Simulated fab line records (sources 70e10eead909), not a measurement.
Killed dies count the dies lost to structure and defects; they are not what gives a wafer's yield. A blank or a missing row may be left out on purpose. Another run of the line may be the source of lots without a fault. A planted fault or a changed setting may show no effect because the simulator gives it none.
fab line records -- flow nand-harc
record: lots: 14, wafers: 42, last-day: 33
route steps=1302 shown A_ONON_D1@429
lots untouched by any fault: they come from a run of this same line in which no faults occurred
start-h: hours from the record's first day to the start of the lot's first wafer shown -- wait-h: hours since the lot's step before -- " identical to the entry in the row above -- L1.1+2: a single row standing in for several wafers -- - either no value or no given start -- * or withheld: withheld -- < > ~ a bound
route shown NAME@n: NAME is a module with steps in the file, n the number in the route of the first one -- usual: mean/standard deviation taken from wafers without a fault -- same: alike in all rows -- chamber/n: place in a boat -- sites: per-site readings -- _std_site: standard deviation across them -- _edge_site: inner sites' mean taken away from outer sites' mean -- radius-mm: for every site, how far away it sits from the centre of the wafer -- mask NAME#n: copy n -- behind: the tool/chamber that last shaped the wafer -- hold: the reason the lot was held/the length of the hold in hours/how it ended -- device: which transistor (n, p or np) failed to switch -- end of line: tests run on the same wafers once the route is complete -- for a step that has no rows: nothing shown but its recipe -- killed: not the wafer's yield, but the dies lost to structure and defects at the first sort -- map: a wafer's dies, marking killed ones x, the rest . and places with no die _
set.NAME: the run value of the setting; set.NAME@STEP: its run value at that earlier step -- model.NAME: the simulator's own value behind a step, which no gauge read
the route's steps for a sample of lots (tables are steps, rows are wafers)
services: from which hour (start-h, from the record's first day; less than 0 if before it) a tool's chamber was out of use, for how many hours, and why
== steps ==
step: NHARC_A_ONON_D1_THK_MEAS_08
recipe: thk-meas-gauge: ellipsometry
usual: thk-nm: 1004/11
lot.wafer,tool,chamber,start-h,wait-h,thk-nm
L533.1,film-metro-01,-,175.57,-,999
L533.3,film-metro-01,-,175.57,-,998
L533.6,film-metro-01,-,175.57,-,997
L534.2,film-metro-02,-,181.58,-,996
L534.4,film-metro-02,-,181.58,-,996
L534.5,film-metro-02,-,181.58,-,997
L536.1,film-metro-02,-,201.41,-,1004
L536.2,film-metro-02,-,201.41,-,1006
L536.5,film-metro-02,-,201.41,-,1005
L538.1,film-metro-02,-,220.41,-,1003
L538.3,film-metro-02,-,220.41,-,1002
L538.5,film-metro-02,-,220.41,-,1002
L537.1,film-metro-01,-,220.41,-,1011
L537.2,film-metro-01,-,220.41,-,1010
L537.5,film-metro-01,-,220.41,-,1010
L540.2,film-metro-02,-,257.02,-,1012
L540.4,film-metro-02,-,257.02,-,1012
L540.6,film-metro-02,-,257.02,-,1012
L545.1,film-metro-02,-,287.52,-,1015
L545.4,film-metro-02,-,287.52,-,1015
L545.6,film-metro-02,-,287.52,-,1016
L546.2,film-metro-02,-,315.44,-,989
L546.3,film-metro-02,-,315.44,-,990
L546.5,film-metro-02,-,315.44,-,990
L547.2,film-metro-02,-,327.81,-,994
L547.3,film-metro-02,-,327.81,-,994
L547.5,film-metro-02,-,327.81,-,993
L549.1,film-metro-01,-,332.10,-,1016
L549.5,film-metro-01,-,332.10,-,1017
L549.6,film-metro-01,-,332.10,-,1017
L548.2,film-metro-02,-,332.24,-,988
L548.3,film-metro-02,-,332.24,-,987
L548.5,film-metro-02,-,332.24,-,987
L550.1,film-metro-01,-,339.59,-,988
L550.5,film-metro-01,-,339.59,-,988
L550.6,film-metro-01,-,339.59,-,987
L551.1,film-metro-01,-,350.48,-,1005
L551.2,film-metro-01,-,350.48,-,1005
L551.3,film-metro-01,-,350.48,-,1004
L555.1,film-metro-01,-,392.12,-,1006
L555.2,film-metro-01,-,392.12,-,1006
L555.6,film-metro-01,-,392.12,-,1008
step: NHARC_A_ONON_D1_DEP_16
recipe: target-thk-a: 10000, n2-flow-sccm: 2750, n2o-flow-sccm: 2000, nh3-flow-sccm: 500, sih4-flow-sccm: 210, temp-c: 400
lot.wafer,tool,chamber,start-h,wait-h
L533.1+3+6,pecvd-onon-03,0,186.30,0.1
L534.2+4+5,pecvd-onon-04,0,190.15,0.1
L536.1+2+5,pecvd-onon-02,0,209.73,0.1
L537.1+2+5,pecvd-onon-02,0,230.67,0.1
L538.1+3+5,pecvd-onon-04,0,230.67,0.1
L540.2+4+6,pecvd-onon-02,0,265.46,0.1
L545.1+4+6,pecvd-onon-02,0,295.90,0.1
L546.2+3+5,pecvd-onon-04,0,327.44,0.1
L549.1+5+6,pecvd-onon-04,0,337.21,0.1
L547.2+3+5,pecvd-onon-02,0,337.27,0.1
L548.2+3+5,pecvd-onon-02,0,341.51,0.1
L550.1+5+6,pecvd-onon-04,0,348.00,0.1
L551.1+2+3,pecvd-onon-03,0,360.72,0.1
L555.1+2+6,pecvd-onon-04,0,400.40,0.2
step: NHARC_A_ONON_D1_THK_MEAS_18
recipe: thk-meas-gauge: ellipsometry
usual: thk-nm: 1000/8
lot.wafer,tool,chamber,start-h,wait-h,thk-nm
L533.1,film-metro-02,-,186.81,-,996
L533.3,film-metro-02,-,186.81,-,997
L533.6,film-metro-02,-,186.81,-,998
L534.2,film-metro-01,-,190.61,-,1001
L534.4,film-metro-01,-,190.61,-,1001
L534.5,film-metro-01,-,190.61,-,1000
L536.1,film-metro-01,-,210.24,-,1013
L536.2,film-metro-01,-,210.24,-,1012
L536.5,film-metro-01,-,210.24,-,1013
L538.1,film-metro-01,-,231.18,-,999
L538.3,film-metro-01,-,231.18,-,1000
L538.5,film-metro-01,-,231.18,-,997
L537.1,film-metro-02,-,231.18,-,1015
L537.2,film-metro-02,-,231.18,-,1017
L537.5,film-metro-02,-,231.18,-,1016
L540.2,film-metro-02,-,265.91,-,1003
L540.4,film-metro-02,-,265.91,-,1004
L540.6,film-metro-02,-,265.91,-,1003
L545.1,film-metro-01,-,296.41,-,1003
L545.4,film-metro-01,-,296.41,-,1002
L545.6,film-metro-01,-,296.41,-,1000
L546.2,film-metro-01,-,327.90,-,1001
L546.3,film-metro-01,-,327.90,-,1000
L546.5,film-metro-01,-,327.90,-,1001
L549.1,film-metro-01,-,337.71,-,987
L549.5,film-metro-01,-,337.71,-,988
L549.6,film-metro-01,-,337.71,-,990
L547.2,film-metro-02,-,337.72,-,1077
L547.3,film-metro-02,-,337.72,-,1078
L547.5,film-metro-02,-,337.72,-,1078
L548.2,film-metro-01,-,341.96,-,1091
L548.3,film-metro-01,-,341.96,-,1089
L548.5,film-metro-01,-,341.96,-,1088
L550.1,film-metro-02,-,348.51,-,1005
L550.5,film-metro-02,-,348.51,-,1003
L550.6,film-metro-02,-,348.51,-,1005
L551.1,film-metro-02,-,361.24,-,990
L551.2,film-metro-02,-,361.24,-,990
L551.3,film-metro-02,-,361.24,-,991
L555.1,film-metro-02,-,400.91,-,997
L555.2,film-metro-02,-,400.91,-,996
L555.6,film-metro-02,-,400.91,-,998
step: NHARC_A_ONON_D1_DEP_33
recipe: target-thk-a: 2000, temp-c: 400, pressure-torr: 6.5, rf-w: 900, teos-flow-sccm: 161.4, flow-sccm: 2650, target-thk-nm: 200, gas: O2, material: SiO2
usual: flow-sccm: 2650/7.3, heater-power-w: 609/100, rf-fwd-power-W: 898.2/2.3, throttle-valve-pct: 16.2/0.53
lot.wafer,tool,chamber,start-h,wait-h,flow-sccm,heater-power-w,rf-fwd-power-W,throttle-valve-pct
L533.3,pecvd-04,1,189.18,0.1,2642,549,900.1,16.7
L533.1,pecvd-04,2,189.18,0.1,2637,604,899.3,14.8
L533.6,pecvd-04,0,189.18,0.1,2653,631,898.4,16.1
L534.2,pecvd-04,2,193.03,0.1,2652,635,898.7,15.0
L534.5,pecvd-04,0,193.03,0.1,2643,639,899.4,15.6
L534.4,pecvd-04,2,193.03,0.1,2641,642,900.5,15.2
L536.1,pecvd-04,1,212.63,0.1,2640,572,898.6,16.8
L536.2,pecvd-04,2,212.63,0.1,2658,647,903.0,15.3
L536.5,pecvd-04,0,212.63,0.1,2641,746,895.0,15.7
L538.1,pecvd-01,1,233.51,0.1,2644,774,898.9,16.4
L538.3,pecvd-01,2,233.51,0.1,2647,443,899.4,16.3
L538.5,pecvd-01,0,233.51,0.1,2654,753,897.6,16.8
L537.1,pecvd-04,2,233.51,0.1,2647,560,895.8,15.5
L537.2,pecvd-04,0,233.51,0.1,2651,569,896.2,16.0
L537.5,pecvd-04,0,233.51,0.1,2653,610,898.9,15.8
L540.2,pecvd-01,0,268.28,0.1,2652,651,895.7,16.5
L540.4,pecvd-01,2,268.28,0.1,2647,503,899.6,16.1
L540.6,pecvd-01,1,268.28,0.1,2652,681,896.4,16.6
L545.1,pecvd-02,2,298.83,0.1,2646,535,899.4,15.9
L545.6,pecvd-02,1,298.83,0.1,2653,829,898.2,16.5
L545.4,pecvd-02,2,298.83,0.1,2635,553,898.7,15.4
L546.3,pecvd-04,1,330.22,0.1,2656,587,900.9,16.1
L546.2,pecvd-04,0,330.22,0.1,2652,599,895.1,16.1
L546.5,pecvd-04,0,330.22,0.1,2647,600,897.2,15.8
L547.2,pecvd-04,2,340.05,0.1,2645,628,897.5,15.2
L547.3,pecvd-04,1,340.05,0.1,2651,497,903.1,16.4
L547.5,pecvd-04,0,340.05,0.1,2664,642,897.5,16.0
L549.1,pecvd-02,0,340.07,0.1,2655,584,896.0,16.2
L549.5,pecvd-02,0,340.07,0.1,2640,576,899.0,16.3
L549.6,pecvd-02,1,340.07,0.1,2659,768,898.0,16.5
L548.2,pecvd-02,2,344.31,0.1,2643,484,901.3,15.9
L548.3,pecvd-02,0,344.31,0.1,2665,477,903.5,16.3
L548.5,pecvd-02,1,344.31,0.1,2655,829,903.9,16.5
L550.1,pecvd-01,2,350.92,0.1,2656,448,900.5,15.8
L550.5,pecvd-01,1,350.92,0.1,2652,685,897.6,16.9
L550.6,pecvd-01,2,350.92,0.1,2648,473,898.7,16.1
L551.1,pecvd-01,2,363.57,0.1,2665,481,897.9,15.9
L551.2,pecvd-01,0,363.57,0.1,2642,612,895.1,16.8
L551.3,pecvd-01,1,363.57,0.1,2651,704,898.6,16.9
L555.1,pecvd-04,2,403.29,0.1,2655,601,901.0,15.7
L555.2,pecvd-04,0,403.29,0.1,2643,542,894.3,16.0
L555.6,pecvd-04,0,403.29,0.1,2642,576,896.1,15.8
== services ==
tool,chamber,start-h,hours,kind
pecvd-onon-02,-,178.19,0.3,repair
pecvd-onon-02,-,185.00,13.0,pm
pecvd-onon-03,-,227.00,13.0,pm
pecvd-02,-,227.24,13.0,pm
pecvd-02,0,227.24,13.0,vent-cycle
pecvd-02,1,227.24,13.0,vent-cycle
pecvd-04,1,261.40,6.8,repair
pecvd-04,-,269.37,13.0,pm
pecvd-04,0,269.37,13.0,vent-cycle
pecvd-04,1,269.37,13.0,vent-cycle
pecvd-04,2,269.37,13.0,vent-cycle
pecvd-04,0,282.37,-,clean
pecvd-04,1,282.37,-,clean
pecvd-04,2,282.37,-,clean
pecvd-01,-,311.00,13.0,pm
pecvd-01,0,311.00,13.0,vent-cycle
pecvd-01,1,311.00,13.0,vent-cycle
pecvd-01,2,311.00,13.0,vent-cycle
pecvd-onon-04,-,311.31,13.0,pm
pecvd-01,0,324.00,-,clean
pecvd-01,1,324.00,-,clean
pecvd-01,2,324.00,-,clean
pecvd-04,-,360.36,0.3,repair
pecvd-onon-02,-,366.00,13.0,pm
== key ==
first-sign: step: NHARC_A_ONON_D1_THK_MEAS_18, reading: thk-nm, direction: up, sigmas: 10, usual: 1000, struck: 1083
effect none on later readings
met-at NHARC_A_ONON_D1_DEP_16
struck-lots L547,L548
later-rows-left-out L547.2,L547.3,L547.5,L548.2,L548.3,L548.5
sort-left-out L547.2,L547.3,L547.5,L548.2,L548.3,L548.5
tester-left-out L547,L548
not-acting-at NHARC_A_ONON_D1_THK_MEAS_08,NHARC_A_ONON_D1_DEP_33
onset-between 295.90 337.27
fault: kind: process-parameter-drift, tool: pecvd-onon-02, chamber: -, onset-h: 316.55, steps: NHARC_A_ONON_D1_DEP_16, channel: target-thk-a, offset: *, shape: step, end-h: 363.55, acts-in: *, stated: *
tester-left-out: of these lots the tester's yield and bins aren't shown, on N5 and GAA mostly nor the transistor test; their killed dies are dies lost to structure and defects alone, not to doping, threshold or leakage, so they don't give the yield
sort-left-out: the simulated sort isn't trusted on such a fault, so these wafers' sort isn't shown, and their yield isn't known
later-rows-left-out: the simulator's readings of these wafers behind a module that went badly wrong aren't trusted and aren't shown, but for the sort
